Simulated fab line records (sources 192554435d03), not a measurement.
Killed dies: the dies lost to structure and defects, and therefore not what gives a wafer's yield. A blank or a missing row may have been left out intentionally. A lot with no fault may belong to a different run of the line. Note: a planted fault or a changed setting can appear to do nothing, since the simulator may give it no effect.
fab line records	flow n5Finfet
record lots=12	wafers=36	lastDay=19
route steps=1938 shown BEOL_M15@1773 PASSIVATION@1936
lots untouched by any fault: they come from a run of this same line in which no faults occurred
startH: the number of hours between the record's first day and the start of the first shown wafer of the lot	waitH: hours elapsed since this lot's preceding step	" repeats the value in the row above	L1.1+2: a single row standing in for several wafers	- no value, or no start given	* or withheld: withheld	< > ~ a bound
route shown NAME@n: a module of which the file shows steps, and the number in the route of the first	usual: mean/standard deviation taken from wafers without a fault	same: alike in all rows	chamber/n: place in a boat	sites: each site's reading	_std_site: standard deviation of those values	_edge_site: outer sites' mean less inner sites'	radiusMm: for every site, how far away it sits from the centre of the wafer	mask NAME#n: copy n	behind: tool/chamber where the wafer was last shaped	hold: why the lot was held/for how many hours/how that ended	device: which transistor (n, p or np) failed to switch	end of line: tests of these same wafers at the route's end	for a step that has no rows: nothing shown but its recipe	killed: at the first sort, the dies lost to defects and structure; wafer yield is something else	map: a wafer's dies, x killed, . not, _ none there
set.NAME: the setting the step ran with; set.NAME@STEP: the setting that earlier step ran with	model.NAME: the simulator's own value behind a step, which no gauge read
one table for each step of the route and one row for each wafer, over a sample of lots
services: from which hour (startH, from the record's first day; less than 0 if before it) a tool's chamber was out of use, for how many hours, and why
## steps
# step N5_BEOL_M15_ILD_DEP_00
# recipe material=SiO2	targetThkA=16293	tempC=400	precursor=TEOS/O2	pressureTorr=6.5	rfW=900	teosFlowSccm=161.4	gas=O2	flowSccm=2650	timeS=346.1
# usual heaterPowerW=510/90	showerheadPlenumPTorr=8.339/0.029	throttleValvePct=18.5/0.95
lot.wafer	tool	chamber	startH	waitH	heaterPowerW	showerheadPlenumPTorr	throttleValvePct
L476.1	pecvd-02	2	247.18	0.0	469	8.367	17.4
L476.3	"	0	"	"	475	8.306	18.2
L476.5	"	1	"	"	455	8.304	18.0
L478.1	pecvd-01	2	272.09	0.0	446	8.352	18.0
L478.4	"	2	"	"	551	8.339	17.5
L478.6	"	1	"	"	427	8.330	20.1
L482.1	pecvd-01	1	304.23	0.0	515	8.317	20.4
L482.3	"	2	"	"	468	8.336	18.0
L482.5	"	2	"	"	540	8.338	18.1
L483.1	pecvd-02	0	311.89	0.0	462	8.325	18.3
L483.2	"	1	"	"	604	8.289	18.0
L483.6	"	2	"	"	551	8.342	17.2
L485.2	pecvd-04	1	312.50	0.0	658	8.331	19.8
L485.4	"	1	"	"	522	8.338	19.5
L485.6	"	1	"	"	626	8.312	19.6
L487.2	pecvd-01	0	341.69	0.0	657	8.393	19.1
L487.5	"	0	"	"	634	8.370	19.3
L487.6	"	2	"	"	429	8.358	17.9
L486.2	pecvd-01	0	342.38	0.0	651	8.395	19.0
L486.5	"	0	"	"	620	8.393	19.2
L486.6	"	2	"	"	425	8.336	17.9
L490.2	pecvd-01	1	349.42	0.0	486	8.329	20.5
L490.3	"	0	"	"	635	8.359	18.8
L490.4	"	1	"	"	551	8.339	20.2
L494.3	pecvd-04	2	372.32	0.0	441	8.364	17.7
L494.5	"	1	"	"	690	8.324	19.8
L494.6	"	2	"	"	493	8.348	17.8
L495.2	pecvd-01	1	384.16	0.0	534	8.334	20.4
L495.3	"	1	"	"	428	8.341	20.4
L495.4	"	2	"	"	536	8.367	18.3
L497.2	pecvd-02	0	397.53	0.0	465	8.308	18.4
L497.5	"	2	"	"	547	8.335	17.5
L497.6	"	0	"	"	436	8.320	18.4
L499.3	pecvd-04	0	420.87	0.0	388	8.295	17.9
L499.4	"	2	"	"	364	8.349	17.9
L499.5	"	1	"	"	672	8.307	19.7
# step N5_BEOL_M15_THK_MEAS_01
# recipe reads=SiO2_of_BEOL_M15_ILD_DEP_00
# usual M15_ILD_THK=1630/22
lot.wafer	tool	chamber	startH	waitH	M15_ILD_THK[nm]
L476.1	filmMetro-01	-	247.43	0.1	1606
L476.3	"	-	"	"	1613
L476.5	"	-	"	"	1650
L478.1	filmMetro-02	-	272.34	0.1	1609
L478.4	"	-	"	"	1648
L478.6	"	-	"	"	1665
L482.1	filmMetro-02	-	304.48	0.1	1621
L482.3	"	-	"	"	1600
L482.5	"	-	"	"	1622
L483.1	filmMetro-01	-	312.14	0.1	1625
L483.2	"	-	"	"	1649
L483.6	"	-	"	"	1644
L485.2	filmMetro-02	-	312.86	0.3	1623
L485.4	"	-	"	"	1684
L485.6	"	-	"	"	1645
L487.2	filmMetro-01	-	342.05	0.3	1616
L487.5	"	-	"	"	1608
L487.6	"	-	"	"	1622
L486.2	filmMetro-01	-	342.74	0.3	1584
L486.5	"	-	"	"	1620
L486.6	"	-	"	"	1617
L490.2	filmMetro-01	-	349.67	0.1	1650
L490.3	"	-	"	"	1609
L490.4	"	-	"	"	1666
L494.3	filmMetro-02	-	372.57	0.1	1621
L494.5	"	-	"	"	1635
L494.6	"	-	"	"	1663
L495.2	filmMetro-01	-	384.52	0.3	1631
L495.3	"	-	"	"	1637
L495.4	"	-	"	"	1625
L497.2	filmMetro-01	-	397.90	0.3	1631
L497.5	"	-	"	"	1631
L497.6	"	-	"	"	1651
L499.3	filmMetro-01	-	421.12	0.1	1615
L499.4	"	-	"	"	1659
L499.5	"	-	"	"	1644
# step N5_BEOL_M15_CD_MEAS_17
# recipe targetCdNm=360	polarity=opening
# usual cdNm=362.0/2
lot.wafer	tool	chamber	startH	waitH	cdNm
L476.1	cdSem-03	-	248.32	0.0	362.1
L476.3	"	-	"	"	363.5
L476.5	"	-	"	"	362.3
L478.1	cdSem-02	-	273.35	0.0	362.2
L478.4	"	-	"	"	363.2
L478.6	"	-	"	"	363.1
L482.1	cdSem-02	-	305.49	0.0	361.2
L482.3	"	-	"	"	364.0
L482.5	"	-	"	"	365.2
L483.1	cdSem-03	-	313.16	0.0	357.3
L483.2	"	-	"	"	363.3
L483.6	"	-	"	"	363.0
L485.2	cdSem-01	-	313.75	0.0	362.9
L485.4	"	-	"	"	365.4
L485.6	"	-	"	"	359.8
L487.2	cdSem-03	-	342.94	0.0	363.9
L487.5	"	-	"	"	361.7
L487.6	"	-	"	"	364.2
L486.2	cdSem-01	-	343.63	0.0	361.2
L486.5	"	-	"	"	364.5
L486.6	"	-	"	"	362.0
L490.2	cdSem-01	-	351.30	0.0	359.5
L490.3	"	-	"	"	364.8
L490.4	"	-	"	"	361.2
L494.3	cdSem-02	-	373.47	0.0	362.0
L494.5	"	-	"	"	359.4
L494.6	"	-	"	"	363.4
L495.2	cdSem-02	-	385.49	0.0	361.9
L495.3	"	-	"	"	361.2
L495.4	"	-	"	"	364.9
L497.2	cdSem-01	-	399.12	0.0	362.2
L497.5	"	-	"	"	361.3
L497.6	"	-	"	"	364.0
L499.3	cdSem-01	-	422.02	0.0	361.1
L499.4	"	-	"	"	363.1
L499.5	"	-	"	"	362.0
# step N5_BEOL_M15_EXPOSE_25
# recipe maskId=M15	na=0.8	sourceShape=annular	sigmaInner=0.5	sigmaOuter=0.8	polarization=unpolarized	targetCdNm=400	doseMj=35.5
# usual exposureDoseMJCm2=35.47/0.037	reticleTempC=23.00/0.11
lot.wafer	tool	chamber	startH	waitH	mask	exposureDoseMJCm2	reticleTempC
L476.1	krfScanner-02	0	249.03	-	M15#0	35.48	22.93
L476.3	"	0	"	"	M15#0	35.42	22.86
L476.5	"	0	"	"	M15#0	35.48	23.02
L478.1	krfScanner-01	0	274.34	-	M15#0	35.47	23.02
L478.4	"	0	"	"	M15#0	35.48	22.96
L478.6	"	0	"	"	M15#0	35.45	23.02
L482.1	krfScanner-02	0	306.24	-	M15#0	35.51	23.06
L482.3	"	0	"	"	M15#0	35.47	23.05
L482.5	"	0	"	"	M15#0	35.51	22.97
L483.1	krfScanner-01	0	313.98	-	M15#0	35.47	22.75
L483.2	"	0	"	"	M15#0	35.47	22.78
L483.6	"	0	"	"	M15#0	35.46	22.88
L485.2	krfScanner-02	0	314.59	-	M15#0	35.51	23.07
L485.4	"	0	"	"	M15#0	35.40	23.00
L485.6	"	0	"	"	M15#0	35.45	23.11
L487.2	krfScanner-01	0	343.77	-	M15#0	35.49	23.03
L487.5	"	0	"	"	M15#0	35.46	22.97
L487.6	"	0	"	"	M15#0	35.49	22.87
L486.2	krfScanner-01	0	344.34	-	M15#0	35.48	23.18
L486.5	"	0	"	"	M15#0	35.45	23.11
L486.6	"	0	"	"	M15#0	35.51	22.97
L490.2	krfScanner-02	0	352.05	-	M15#0	35.47	22.82
L490.3	"	0	"	"	M15#0	35.49	23.09
L490.4	"	0	"	"	M15#0	35.46	23.03
L494.3	krfScanner-01	0	374.18	-	M15#0	36.23	23.01
L494.5	"	0	"	"	M15#0	36.28	22.90
L494.6	"	0	"	"	M15#0	36.27	22.90
L495.2	krfScanner-01	0	386.20	-	M15#0	36.08	23.05
L495.3	"	0	"	"	M15#0	36.06	23.05
L495.4	"	0	"	"	M15#0	36.09	23.08
L497.2	krfScanner-02	0	399.95	-	M15#0	35.46	22.98
L497.5	"	0	"	"	M15#0	35.42	22.92
L497.6	"	0	"	"	M15#0	35.45	23.02
L499.3	krfScanner-02	0	422.80	-	M15#0	35.43	22.89
L499.4	"	0	"	"	M15#0	35.44	22.94
L499.5	"	0	"	"	M15#0	35.40	22.94
# step N5_PASSIVATION_PROBE_49
# usual defectLimitedYield=91.4/1.5	killed_at_M0_to_M3=35/12	killed_at_M4_up=13/5.8	killedAtContacts=12/5.5	killedAtFrontEnd=36/9.9	killedAtOther=4/3.7	killedDies=101/18	killedOpen=66/13	killedShort=33/8	sort_bin_5_function=5.0/1	sort_bin_6_memory=3.2/0.67	sortNPass=1079/18	sortYieldPct=91.4/1.5
# same grossDies=1180	killedAtBackSide=0	sort_bin_4_leakage[%]=0	sort_bin_8_speed[%]=0
lot.wafer	tool	chamber	startH	waitH	defectLimitedYield[%]	killed_at_M0_to_M3	killed_at_M4_up	killedAtContacts	killedAtFrontEnd	killedAtOther	killedDies	killedOpen	killedShort	sort_bin_5_function[%]	sort_bin_6_memory[%]	sortNPass	sortYieldPct[%]
L494.3	prober-02	-	393.72	0.1	93.7	22	11	7	25	9	74	52	20	4.2	2.0	1106	93.7
L494.5	prober-02	-	393.82	0.2	93.1	31	12	8	27	4	82	57	23	4.8	1.9	1098	93.1
L494.6	prober-02	-	393.87	0.3	92.6	24	18	8	36	1	87	50	33	3.9	3.0	1093	92.6
L495.2	prober-02	-	412.14	0.1	91.0	30	20	17	39	0	106	62	38	5.0	3.4	1074	91.0
L495.3	prober-02	-	412.19	0.1	89.5	40	15	24	42	3	124	85	35	6.1	3.7	1056	89.5
L495.4	prober-02	-	412.24	0.2	92.2	20	21	12	39	0	92	62	29	4.7	2.7	1088	92.2
# killed by level:class
L494.3 BEOL_M0_SAQP:geometricParticle:open=9 MOL_CONTACT_COAG:geometricParticle:open=7 MIM_TOP:geometricParticle:open=6 STI_FIN_REVEAL:geometricParticle:open=4 GATE_CUT:geometricParticle:open=4 BEOL_M0_SAQP:geometricParticle:short=4 FIN_SAQP:geometricParticle:open=3 GATE_CUT:geometricParticle:short=3
L494.5 STI_FIN_REVEAL:geometricParticle:open=10 BEOL_M4:geometricParticle:open=8 BEOL_M1:geometricParticle:open=7 BEOL_M2:geometricParticle:open=7 MOL_CONTACT_COAG:geometricParticle:open=6 BEOL_M0_SAQP:geometricParticle:open=6 BEOL_M0_SAQP:geometricParticle:short=3 BEOL_M3:geometricParticle:open=3
L494.6 BEOL_M4:geometricParticle:open=10 BEOL_M0_SAQP:geometricParticle:short=8 BEOL_M3:geometricParticle:open=8 MOL_CONTACT_COAG:geometricParticle:open=7 FIN_SAQP:geometricParticle:short=6 FIN_SAQP:geometricParticle:open=6 BEOL_M0_SAQP:geometricParticle:open=5 STI_FIN_REVEAL:geometricParticle:open=4
L495.2 MOL_CONTACT_COAG:geometricParticle:open=14 FIN_SAQP:geometricParticle:short=12 BEOL_M1:geometricParticle:open=10 GATE_CUT:geometricParticle:short=7 FIN_SAQP:geometricParticle:open=5 BEOL_M0_SAQP:geometricParticle:open=5 BEOL_M4:geometricParticle:open=5 BEOL_M4:geometricParticle:short=5
L495.3 MOL_CONTACT_COAG:geometricParticle:open=21 BEOL_M0_SAQP:geometricParticle:open=14 BEOL_M4:geometricParticle:open=10 DUMMY_GATE:geometricParticle:open=7 FIN_SAQP:geometricParticle:open=6 STI_FIN_REVEAL:geometricParticle:open=6 BEOL_M1:geometricParticle:open=6 BEOL_M1:geometricParticle:short=6
L495.4 STI_FIN_REVEAL:geometricParticle:open=12 BEOL_M4:geometricParticle:open=12 FIN_SAQP:geometricParticle:short=8 MOL_CONTACT_COAG:geometricParticle:open=7 BEOL_M3:geometricParticle:open=7 BEOL_M4:geometricParticle:short=4 MOL_CONTACT_COAG:geometricParticle:short=4 FIN_SAQP:geometricParticle:open=3
## services
tool	chamber	startH	hours	kind
krfScanner-02	-	227.55	1.3	pm
krfScanner-01	-	228.04	0.2	repair
krfScanner-02	-	230.76	1.0	pm
pecvd-04	1	255.55	2.1	scheduledDown
krfScanner-01	-	279.65	1.0	pm
krfScanner-01	-	287.93	2.7	repair
pecvd-02	1	295.21	5.2	repair
krfScanner-02	-	299.29	0.8	pm
pecvd-01	2	328.77	2.1	scheduledDown
pecvd-01	1	338.48	5.5	scheduledDown
pecvd-02	2	342.80	2.1	scheduledDown
krfScanner-01	0	356.39	-	calibration
krfScanner-02	-	359.67	3.6	pm
pecvd-01	1	365.72	2.1	scheduledDown
krfScanner-02	0	375.92	-	calibration
pecvd-01	0	380.40	5.5	scheduledDown
krfScanner-01	-	383.21	1.3	pm
pecvd-02	-	386.45	0.3	repair
pecvd-04	-	393.50	14.6	pm
krfScanner-01	-	398.44	4.0	pm
krfScanner-02	-	402.46	1.0	pm
krfScanner-02	-	403.46	4.0	pm
krfScanner-02	-	407.48	1.3	pm
pecvd-04	-	416.77	1.2	repair
## key
firstSign step=N5_BEOL_M15_EXPOSE_25	reading=exposureDoseMJCm2	direction=up	sigmas=19	usual=35.47	struck=36.17
effect none on later readings
metAt N5_BEOL_M15_EXPOSE_25
struckLots L494,L495
loopTrim step=N5_BEOL_M15_EXPOSE_25	setting=dose	lots=L495
notActingAt N5_BEOL_M15_ILD_DEP_00,N5_BEOL_M15_THK_MEAS_01,N5_BEOL_M15_CD_MEAS_17
onsetBetween 344.34 374.18
fault kind=processParameterDrift	tool=krfScanner-01	chamber=-	onsetH=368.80	steps=N5_BEOL_M15_EXPOSE_25	channel=doseMj	offset=0.73374	shape=step	actsIn=theseRecipesOnly	stated=35.5
# loopTrim: a control loop set the setting to another value than it would have without faults
